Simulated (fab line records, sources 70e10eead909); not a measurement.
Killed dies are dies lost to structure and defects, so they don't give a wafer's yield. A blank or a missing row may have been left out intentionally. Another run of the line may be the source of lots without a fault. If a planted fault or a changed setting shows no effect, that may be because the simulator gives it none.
Check of tool commonality + flow nandHarc + 9 wafers sampled across 3 lots

== WHAT PROMPTED THE OPENING ==
At NHARC_END_SORT_01 the reading killedAtArray is flagged on 3 of 3 lots. Fault-free wafers read 56, with a standard deviation of 20.
Rule: flag the lot when none of its wafers has a number, or when each of its wafers that has one lies beyond 4 standard deviations from that mean. As for the other lots, they are considered sound.

| lot  | measured     | on        | killedAtArray, wafer by wafer | flag    |
|------|--------------|-----------|-------------------------------|---------|
| L880 | day 30 22:01 | prober-01 | 606 612 579                   | FLAGGED |
| L879 | day 31 04:50 | prober-02 | 605 591 587                   | FLAGGED |
| L881 | day 31 18:04 | prober-01 | 602 605 630                   | FLAGGED |
The mean of the flagged lots' numbers is 602, +546 from the usual (+27 standard deviations).

== TOOL THAT RAN EACH LOT ==
Before the reading, the record contains 3 process steps out of a 1302-step route. Read each cell as the tool, then ch plus the chambers that the sampled wafers visited, then the start.
| lot  | flag    | NHARC_A_CHANNEL_HOLE_D1_DEP_00 | NHARC_THIN_TSV_DESCUM_14 | NHARC_THIN_TSV_ETCH_15 |
|------|---------|--------------------------------|--------------------------|------------------------|
| L880 | FLAGGED | aclDep-02 ch 0, day 15 02:52   | no row                   | no row                 |
| L879 | FLAGGED | aclDep-02 ch 0, day 15 04:44   | no row                   | no row                 |
| L881 | FLAGGED | aclDep-02 ch 0, day 15 13:29   | no row                   | no row                 |
What is done by these steps:
- NHARC_A_CHANNEL_HOLE_D1_DEP_00: deposits aC, target thk 3100 nm.
- NHARC_THIN_TSV_DESCUM_14: chemistry O2, time 3 s.
- NHARC_THIN_TSV_ETCH_15: target depth 3000 nm, bosch target overetch cycles 2, bosch etch step 2.8 s.
- NHARC_END_SORT_01

== FLAGGED AGAINST TOTAL, ONE TOOL AT A TIME (gauges that did the reading follow at the end) ==
| step                           | tool      | lots run | flagged | share of the flagged lots | sound lots run after its first flagged lot |
|--------------------------------|-----------|----------|---------|---------------------------|--------------------------------------------|
| NHARC_A_CHANNEL_HOLE_D1_DEP_00 | aclDep-02 | 3        | 3       | all                       | 0                                          |
| NHARC_END_SORT_01              | prober-01 | 2        | 2       | some                      | 0                                          |
| NHARC_END_SORT_01              | prober-02 | 1        | 1       | some                      | 0                                          |

== WHAT IS ALLOWED BY THE TABLE ==
All flagged lots share 1 row of the table, namely aclDep-02 at NHARC_A_CHANNEL_HOLE_D1_DEP_00.
- aclDep-02 at NHARC_A_CHANNEL_HOLE_D1_DEP_00 ran 3 lots, 3 of them flagged. In this sample it ran no sound lot ahead of its first flagged lot, so there is no way to narrow down the start.
Left over: one tool, aclDep-02 at NHARC_A_CHANNEL_HOLE_D1_DEP_00.

== WHAT WAS PUT IN BY THE SIMULATOR ==
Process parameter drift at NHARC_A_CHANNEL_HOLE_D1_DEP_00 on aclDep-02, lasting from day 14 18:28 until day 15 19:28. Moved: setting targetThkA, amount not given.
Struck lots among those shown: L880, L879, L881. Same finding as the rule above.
